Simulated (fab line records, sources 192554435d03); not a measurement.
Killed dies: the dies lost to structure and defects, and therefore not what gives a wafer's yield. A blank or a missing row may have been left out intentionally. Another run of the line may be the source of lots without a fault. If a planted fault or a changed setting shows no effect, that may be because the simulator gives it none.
What tool caused it? | flow n5-finfet | 24 wafers from 8 lots sampled at 5 of the route's 1938 steps

== WHAT THE GAUGES READ, wafer by wafer ==
N5_BEOL_M4_RC_MEAS_101. Usual: DIBL_N 36.5 mV/V, standard deviation 2; DIBL_P 36.5 mV/V, standard deviation 2.3; IOFF_N 0.16 nA/um, standard deviation 0.036; IOFF_P 0.21 nA/um, standard deviation 0.037; ION_N 672 uA/um, standard deviation 12; ION_P 459 uA/um, standard deviation 7.1; SS_N 71.6 mV/dec, standard deviation 0.73; SS_P 73.4 mV/dec, standard deviation 0.76; VT_N 250 mV, standard deviation 3.3; VT_P -250.5 mV, standard deviation 2.9.
lot  | measured     | on        | DIBL_N (mV/V)  | DIBL_P (mV/V)  | IOFF_N (nA/um) | IOFF_P (nA/um) | ION_N (uA/um) | ION_P (uA/um) | SS_N (mV/dec)  | SS_P (mV/dec)  | VT_N (mV)   | VT_P (mV)            | flag
L766 | day 8 18:32  | prober-01 | 36.6 36.1 38.4 | 33.7 33.6 36.9 | 0.13 0.13 0.17 | 0.17 0.18 0.22 | 661 668 687   | 458 455 471   | 71.9 70.7 72.0 | 72.1 72.0 73.1 | 251 251 245 | -253.6 -250.0 -247.1 |
L771 | day 10 07:19 | prober-01 | 36.5 38.1 37.2 | 35.9 39.1 37.3 | 0.14 0.18 0.16 | 0.19 0.24 0.21 | 661 683 671   | 453 469 459   | 72.5 72.6 72.4 | 72.6 73.7 73.2 | 251 249 249 | -252.4 -247.1 -249.2 |
L777 | day 11 19:24 | prober-01 | 36.3 37.4 37.3 | 36.2 36.3 38.8 | 0.16 0.19 0.20 | 0.20 0.21 0.25 | 663 652 669   | 448 446 463   | 71.8 73.3 72.6 | 73.1 73.4 73.4 | 250 250 247 | -252.3 -249.7 -246.2 |
L781 | day 12 16:20 | prober-01 | 36.3 36.5 36.8 | 34.2 35.2 35.0 | 0.15 0.15 0.15 | 0.18 0.19 0.19 | 670 683 663   | 454 465 453   | 71.7 71.3 72.0 | 73.4 73.0 73.7 | 251 248 254 | -254.5 -249.9 -252.3 |
L782 | day 12 10:17 | prober-02 | 35.3 35.1 36.7 | 33.9 33.6 35.6 | 0.13 0.13 0.15 | 0.20 0.19 0.23 | 667 671 679   | 463 464 470   | 70.7 70.4 71.5 | 72.7 72.4 73.3 | 253 252 249 | -247.5 -250.6 -247.3 |
L783 | day 13 08:45 | prober-02 | 36.0 32.4 38.2 | 36.4 33.5 40.1 | 0.16 0.12 0.22 | 0.20 0.16 0.26 | 654 668 693   | 452 463 474   | 72.2 70.2 72.2 | 73.7 72.5 73.2 | 251 250 244 | -253.1 -252.6 -248.4 |
L784 | day 13 10:04 | prober-02 | 36.7 38.1 38.2 | 36.8 38.8 38.9 | 0.15 0.17 0.17 | 0.20 0.22 0.23 | 670 671 678   | 454 458 458   | 71.4 71.5 72.2 | 73.5 73.9 73.0 | 253 248 249 | -255.1 -251.8 -251.8 |
L787 | day 14 20:04 | prober-01 | 38.1 39.1 38.8 | 40.2 40.6 41.3 | 0.19 0.22 0.21 | 0.21 0.23 0.23 | 671 682 675   | 457 457 456   | 71.6 72.8 72.4 | 75.2 74.2 74.7 | 249 246 248 | -250.8 -251.5 -248.9 |

== WHICH TOOL RAN EACH LOT (tool, then ch and the chambers of the sampled wafers, then the start) ==
lot  | N5_BEOL_M1_DESCUM_16               | N5_BEOL_M1_STRIP_66                | N5_BEOL_M1_VIA_ETCH_34             | N5_BEOL_M1_SPUTTER_48
L766 | rie-diel-02 ch 0,1,3, day 6 21:22  | rie-diel-02 ch 0,1,3, day 6 21:34  | rie-diel-02 ch 0,3, day 7 02:24    | pvd-sputter-02, day 7 03:50
L771 | rie-diel-03 ch 0,1,3, day 8 03:05  | rie-diel-03 ch 0,1,3, day 8 03:17  | rie-diel-02 ch 0,3, day 8 07:21    | pvd-sputter-02, day 8 08:44
L777 | rie-diel-03 ch 0,1,3, day 9 20:30  | rie-diel-03 ch 0,1,3, day 9 20:42  | rie-diel-02 ch 0,2, day 9 23:02    | pvd-sputter-03, day 10 00:41
L781 | rie-diel-02 ch 2,3, day 10 07:16   | rie-diel-02 ch 2,3, day 10 07:28   | rie-diel-02 ch 0,3, day 10 12:49   | pvd-sputter-02, day 10 14:24
L782 | rie-diel-02 ch 0,1,2, day 10 13:05 | rie-diel-02 ch 0,1,2, day 10 13:17 | rie-diel-02 ch 1,2, day 10 14:50   | pvd-sputter-02, day 10 17:24
L783 | rie-diel-03 ch 0,1,2, day 10 17:13 | rie-diel-03 ch 0,1,2, day 10 17:25 | rie-diel-04 ch 0,2,3, day 11 03:46 | pvd-sputter-02, day 11 06:32
L784 | rie-diel-04 ch 2,3, day 11 06:57   | rie-diel-04 ch 2,3, day 11 07:10   | rie-diel-04 ch 0,1,2, day 11 09:55 | pvd-sputter-02, day 11 11:03
L787 | rie-diel-02 ch 0,1,2, day 12 05:53 | rie-diel-02 ch 0,1,2, day 12 06:05 | rie-diel-04 ch 0,3, day 12 15:54   | pvd-sputter-03, day 12 16:59
- N5_BEOL_M1_DESCUM_16: chemistry O2, time 7 s.
- N5_BEOL_M1_STRIP_66: strips in CF4.
- N5_BEOL_M1_VIA_ETCH_34: etches the open film in C4F6/O2, target depth 67.8 nm, time 64.4 s.
- N5_BEOL_M1_SPUTTER_48: material Cu, target thk 4.5 nm, time 8.29 s.

== AS READ BY THE TOOLS THEMSELVES (means over the sampled wafers that have a number; for cases with no such wafer, the mark the record gives instead) ==
N5_BEOL_M1_DESCUM_16. Usual: value, then standard deviation, for each; chamber-pressure-mTorr 20.002 mTorr / 0.019; drypump-motor-current-A 5.8 A / 0.59; oes-product-au 0.75 a.u. / 0.073; rf-fwd-power-W 49.35 W / 0.26; rf-vpp-V 243.0 V / 1.4; showerhead-plenum-p-Torr 2.09 Torr / 0.065; throttle-valve-pct 20.4 % / 0.36.
lot  | tool        | chamber-pressure-mTorr (mTorr) | drypump-motor-current-A (A) | oes-product-au (a.u.) | rf-fwd-power-W (W) | rf-vpp-V (V) | showerhead-plenum-p-Torr (Torr) | throttle-valve-pct (%) | flag
L766 | rie-diel-02 | 19.998                         | 6.3                         | 0.76                  | 49.18              | 243.9        | 2.13                            | 20.5                   |
L771 | rie-diel-03 | 19.999                         | 5.7                         | 0.73                  | 49.55              | 243.8        | 2.11                            | 20.4                   |
L777 | rie-diel-03 | 20.007                         | 5.7                         | 0.72                  | 49.49              | 244.1        | 2.11                            | 20.4                   |
L781 | rie-diel-02 | 20.004                         | 5.3                         | 0.90                  | 49.09              | 243.4        | 2.10                            | 20.2                   |
L782 | rie-diel-02 | 20.000                         | 5.6                         | 0.76                  | 49.12              | 244.1        | 2.15                            | 20.7                   |
L783 | rie-diel-03 | 20.023                         | 5.7                         | 0.70                  | 49.42              | 242.8        | 2.10                            | 20.6                   |
L784 | rie-diel-04 | 20.009                         | 5.9                         | 0.72                  | 49.41              | 242.4        | 2.06                            | 20.2                   |
L787 | rie-diel-02 | 20.016                         | 5.7                         | 0.74                  | 49.08              | 243.9        | 2.15                            | 20.7                   |

N5_BEOL_M1_STRIP_66. Usual: value, then standard deviation, for each; chamber-pressure-mTorr 50.00 mTorr / 0.042; drypump-motor-current-A 5.8 A / 0.58; oes-product-au 0.74 a.u. / 0.066; rf-fwd-power-W 292.5 W / 0.92; rf-vpp-V 271.3 V / 1.3; showerhead-plenum-p-Torr 1.80 Torr / 0.051; throttle-valve-pct 13.6 % / 0.32.
lot  | tool        | chamber-pressure-mTorr (mTorr) | drypump-motor-current-A (A) | oes-product-au (a.u.) | rf-fwd-power-W (W) | rf-vpp-V (V) | showerhead-plenum-p-Torr (Torr) | throttle-valve-pct (%) | flag
L766 | rie-diel-02 | 49.99                          | 6.3                         | 0.76                  | 292.5              | 272.5        | 1.83                            | 13.7                   |
L771 | rie-diel-03 | 50.00                          | 5.8                         | 0.72                  | 293.5              | 271.7        | 1.81                            | 13.5                   |
L777 | rie-diel-03 | 49.98                          | 5.7                         | 0.71                  | 292.4              | 271.4        | 1.81                            | 13.6                   |
L781 | rie-diel-02 | 49.96                          | 5.3                         | 0.88                  | 293.3              | 271.5        | 1.81                            | 13.3                   |
L782 | rie-diel-02 | 50.00                          | 5.7                         | 0.75                  | 292.7              | 272.2        | 1.85                            | 13.9                   |
L783 | rie-diel-03 | 50.00                          | 5.7                         | 0.69                  | 292.7              | 271.0        | 1.79                            | 13.8                   |
L784 | rie-diel-04 | 50.01                          | 5.9                         | 0.71                  | 292.4              | 270.6        | 1.78                            | 13.5                   |
L787 | rie-diel-02 | 50.03                          | 5.7                         | 0.74                  | 293.1              | 272.2        | 1.85                            | 13.9                   |

N5_BEOL_M1_VIA_ETCH_34. Usual: C4F6_flow_sccm 10.00 sccm, standard deviation 0.03; chamber-pressure-mTorr 15.000 mTorr, standard deviation 0.014; drypump-motor-current-A 5.8 A, standard deviation 0.59; oes-product-au 0.76 a.u., standard deviation 0.075; rf-fwd-power-W 346.8 W, standard deviation 1.4; rf-vpp-V 666 V, standard deviation 13; run-length-s 87.7 s, standard deviation 0.47; showerhead-plenum-p-Torr 2.83 Torr, standard deviation 0.094; throttle-valve-pct 30.7 %, standard deviation 0.36.
lot  | tool        | C4F6_flow_sccm (sccm) | chamber-pressure-mTorr (mTorr) | drypump-motor-current-A (A) | oes-product-au (a.u.) | rf-fwd-power-W (W) | rf-vpp-V (V) | run-length-s (s) | showerhead-plenum-p-Torr (Torr) | throttle-valve-pct (%) | flag
L766 | rie-diel-02 | 10.01                 | 15.004                         | 6.0                         | 0.76                  | 346.9              | 654          | 88.0             | 2.89                            | 31.0                   |
L771 | rie-diel-02 | 10.00                 | 15.003                         | 6.3                         | 0.81                  | 347.6              | 662          | 88.2             | 2.84                            | 30.8                   |
L777 | rie-diel-02 | 10.02                 | 15.005                         | 5.0                         | 0.85                  | 345.5              | 658          | 87.7             | 2.93                            | 31.1                   |
L781 | rie-diel-02 | 10.00                 | 15.001                         | 6.3                         | 0.79                  | 346.7              | 663          | 102.3            | 2.83                            | 30.8                   | OFF
L782 | rie-diel-02 | 10.01                 | 15.011                         | 5.9                         | 0.76                  | 345.3              | 671          | 101.7            | 2.92                            | 30.8                   | OFF
L783 | rie-diel-04 | 9.99                  | 15.001                         | 5.8                         | 0.72                  | 347.1              | 658          | 87.8             | 2.76                            | 30.6                   |
L784 | rie-diel-04 | 9.98                  | 15.004                         | 5.5                         | 0.76                  | 346.6              | 663          | 87.8             | 2.73                            | 30.4                   |
L787 | rie-diel-04 | 9.99                  | 14.987                         | 6.0                         | 0.72                  | 347.7              | 649          | 88.0             | 2.67                            | 30.7                   |

N5_BEOL_M1_SPUTTER_48. Usual: chuck-gas-flow-sccm 1.26 sccm, standard deviation 0.047; throttle-valve-pct 29.9 %, standard deviation 0.82.
lot  | tool           | chuck-gas-flow-sccm (sccm) | throttle-valve-pct (%) | flag
L766 | pvd-sputter-02 | 1.32                       | 30.0                   |
L771 | pvd-sputter-02 | 1.25                       | 29.5                   |
L777 | pvd-sputter-03 | 1.28                       | 30.9                   |
L781 | pvd-sputter-02 | 1.28                       | 29.1                   |
L782 | pvd-sputter-02 | 1.29                       | 30.1                   |
L783 | pvd-sputter-02 | 1.25                       | 29.8                   |
L784 | pvd-sputter-02 | 1.24                       | 29.7                   |
L787 | pvd-sputter-03 | 1.26                       | 30.9                   |

== THE ANSWER, worked out from the rows above alone ==
Rule: a lot is off if the mean of its wafers that have a number lies more than 3 standard deviations from the usual mean. A lot without any number at a reading at which 4 lots or more have one is off too. Where the step has rows for the other lots, those lots are counted as sound. The gauges are gone through in route order, then the tools' own readings, and for those a lot's mean is taken as printed above. At the first step where some lot is off, the reading lying furthest off is the one used; lots without a number count as furthest.
Off: L781, L782 (N5_BEOL_M1_VIA_ETCH_34, run-length-s).
A tool fits if, at that step or a process step before it, it ran every lot that is off, and no sound lot after the first of them. One fits: N5_BEOL_M1_VIA_ETCH_34 on rie-diel-02. Its last sound lot is L777 (day 9 23:02), its first lot that is off L781 (day 10 12:49): a fault that began between those two fits.
The tool's own readings at N5_BEOL_M1_VIA_ETCH_34 bear it out: on the lots that are off they differ by more than 5 times the standard deviation of the sound lots' means. run-length-s reads 102.0 s there against 87.9 s on the sound lots.

== WHAT WAS PUT IN BY THE SIMULATOR ==
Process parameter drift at N5_BEOL_M1_VIA_ETCH_34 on rie-diel-02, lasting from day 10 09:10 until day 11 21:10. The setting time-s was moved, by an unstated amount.
Struck lots among those shown: L782, L781. This agrees with what the rule above found.
